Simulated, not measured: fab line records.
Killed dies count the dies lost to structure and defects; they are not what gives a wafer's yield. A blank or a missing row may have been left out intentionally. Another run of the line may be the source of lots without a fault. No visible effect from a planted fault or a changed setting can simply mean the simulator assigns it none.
Comparing a struck lot with a sound one :: flow n5Finfet :: 40 steps out of a route of 1938
Sound: these wafers, L675.1, L675.2, L675.5. Struck: wafer L681.5. (L681.1, L681.6 of the same lot were not struck and are left out.) The cause comes at the end.
At each step with rows: each side's tool, then ch and its chambers, then its first start. Under that, the readings that differ: sound wafers :: struck wafers :: difference of the means :: sigmas: that difference in standard deviations of wafers without a fault.
alike: readings whose means differ by less than 2 such deviations, and words and numbers that are the same on both sides. not compared: withheld readings, readings that some wafer has no value for, bounds like >300 that may hide the same value, and numbers for which the record gives no deviation and whose values overlap.
Wherever a step has rows on one side only, a row that says differs or no value, or a row with sigmas, the two part there. Numbers that don't overlap but have no deviation are shown without sigmas and don't part them. Lack of a reading on every wafer of one side parts them only where that side has two or more wafers.

first, 11 steps without rows for these wafers: N5_ZERO_LAYER_SRD_01 (time 30 s, dry time 30 s); N5_ZERO_LAYER_PECVD_02 (deposits SiO2 from SiH4/N2O, target thk 10 nm, time 6 s); N5_ZERO_LAYER_HMDS_04 (time 60 s); N5_ZERO_LAYER_COAT_05 (resist thk 1000 nm); N5_ZERO_LAYER_EBR_07; N5_ZERO_LAYER_SOFTBAKE_06 (time 90 s); N5_ZERO_LAYER_EXPOSE_08 (exposes mask ZERO, defocus 0 nm, target cd 2000 nm); N5_ZERO_LAYER_PEB_09; N5_ZERO_LAYER_DEVELOP_10 (develop time 60 s); N5_ZERO_LAYER_HARDBAKE_23 (time 120 s); N5_ZERO_LAYER_DESCUM_16 (chemistry O2, time 7.9 s).
N5_ZERO_LAYER_ETCH_17: etches SiO2 in CF4, target depth 12 nm, time 13.3 s.
  sound on rieDiel-03 ch 0,1,2, day 4 07:11; struck on rieDiel-03 ch 2, day 5 18:43
  alike: drypumpMotorCurrentA, oesProductAu, rfVppV, showerheadPlenumPTorr, throttleValvePct
  not compared: rfHoursCounterH
then, 3 steps without rows for these wafers: N5_ZERO_LAYER_ETCH_18 (etches Si in HBr/Cl2, target depth 120 nm, time 40 s); N5_ZERO_LAYER_STRIP_24 (strips in O2); N5_ZERO_LAYER_STRIP_19 (strips in SPM, time 900 s).
N5_ZERO_LAYER_INSPECT_20: inspects for defects (darkfield).
  sound on defectInspect-01, day 4 07:44; struck on defectInspect-02, day 5 19:17
reading: rawDefectCount
sound: 33 41 44
struck: 472
difference: +433
sigmas: +29
then, 8 steps without rows for these wafers: N5_WELL_APT_HMDS_01 (time 60 s); N5_WELL_APT_COAT_02 (resist thk 950 nm); N5_WELL_APT_EBR_04; N5_WELL_APT_SOFTBAKE_03 (time 60 s); N5_WELL_APT_EXPOSE_05 (exposes mask NWELL, defocus 0 nm, target cd 200 nm); N5_WELL_APT_PEB_06 (peb time 90 s); N5_WELL_APT_DEVELOP_07 (develop time 45 s); N5_WELL_APT_HARDBAKE_12 (time 120 s).
N5_WELL_APT_INSPECT_10: inspects for defects (macro).
  sound on defectInspect-02, day 4 08:05; struck on defectInspect-02, day 5 19:38
reading: rawDefectCount
sound: 2 3 2
struck: >300
difference: differs
sigmas: 
then, 12 steps without rows for these wafers: N5_WELL_APT_DESCUM_13 (chemistry O2, time 7.9 s); N5_WELL_APT_IMPLANT_14; N5_WELL_APT_IMPLANT_15; N5_WELL_APT_STRIP_16 (strips in SPM, time 900 s); N5_WELL_APT_HMDS_18 (time 60 s); N5_WELL_APT_COAT_19 (resist thk 950 nm); N5_WELL_APT_EBR_21; N5_WELL_APT_SOFTBAKE_20 (time 60 s); N5_WELL_APT_EXPOSE_22 (exposes mask PWELL, defocus 0 nm, target cd 200 nm); N5_WELL_APT_PEB_23 (peb time 90 s); N5_WELL_APT_DEVELOP_24 (develop time 45 s); N5_WELL_APT_HARDBAKE_29 (time 120 s).
N5_WELL_APT_INSPECT_38: inspects for defects (darkfield).
  sound on defectInspect-02, day 4 10:59; struck on defectInspect-01, day 5 22:55
reading: rawDefectCount
sound: 19 13 15
struck: 454
difference: +438
sigmas: +91
-- here the record skips 6 days between the struck wafers' starts before and after, leaving off in module WELL_APT and picking up in module BEOL_M4 (first step shown: number 1111 of the route) --
N5_BEOL_M4_RC_MEAS_101:
  sound on prober-02 ch 0, day 10 16:36; struck on prober-02 ch 0, day 11 20:40
  alike: DIBL_N, DIBL_P, IOFF_N, IOFF_P, ION_N, ION_P, SS_N, SS_P, VT_N, VT_P
-- the record jumps here: 4 days lie between the struck wafers' starts before and after (it left off in module BEOL_M4 and takes up again in module PASSIVATION, whose first step shown is number 1936 of the route) --
N5_PASSIVATION_PROBE_49:
  sound on prober-02, day 15 07:20; struck on prober-01, day 16 03:46
reading: defectLimitedYield (%)
sound: 91.4
struck: 86.4
difference: -5.0
sigmas: -3

reading: killedAtFrontEnd
sound: 35
struck: 110
difference: +75
sigmas: +7

reading: killedDies
sound: 102
struck: 160
difference: +58
sigmas: +3

reading: killedOnRim
sound: 10
struck: 30
difference: +20
sigmas: +6

reading: sort_bin_5_function (%)
sound: 5.4
struck: 9.3
difference: +3.9
sigmas: +4

reading: sortNPass
sound: 1078
struck: 1020
difference: -58
sigmas: -3

reading: sortYieldPct (%)
sound: 91.4
struck: 86.4
difference: -5.0
sigmas: -3
  alike: killed_at_M0_to_M3, killed_at_M4_up, killedAtContacts, killedAtOther, killedOpen, killedShort, sort_bin_6_memory

WHERE THEY PART
At N5_ZERO_LAYER_INSPECT_20 first; at N5_PASSIVATION_PROBE_49 last (within this record only).

WHY: whatever the simulator had introduced
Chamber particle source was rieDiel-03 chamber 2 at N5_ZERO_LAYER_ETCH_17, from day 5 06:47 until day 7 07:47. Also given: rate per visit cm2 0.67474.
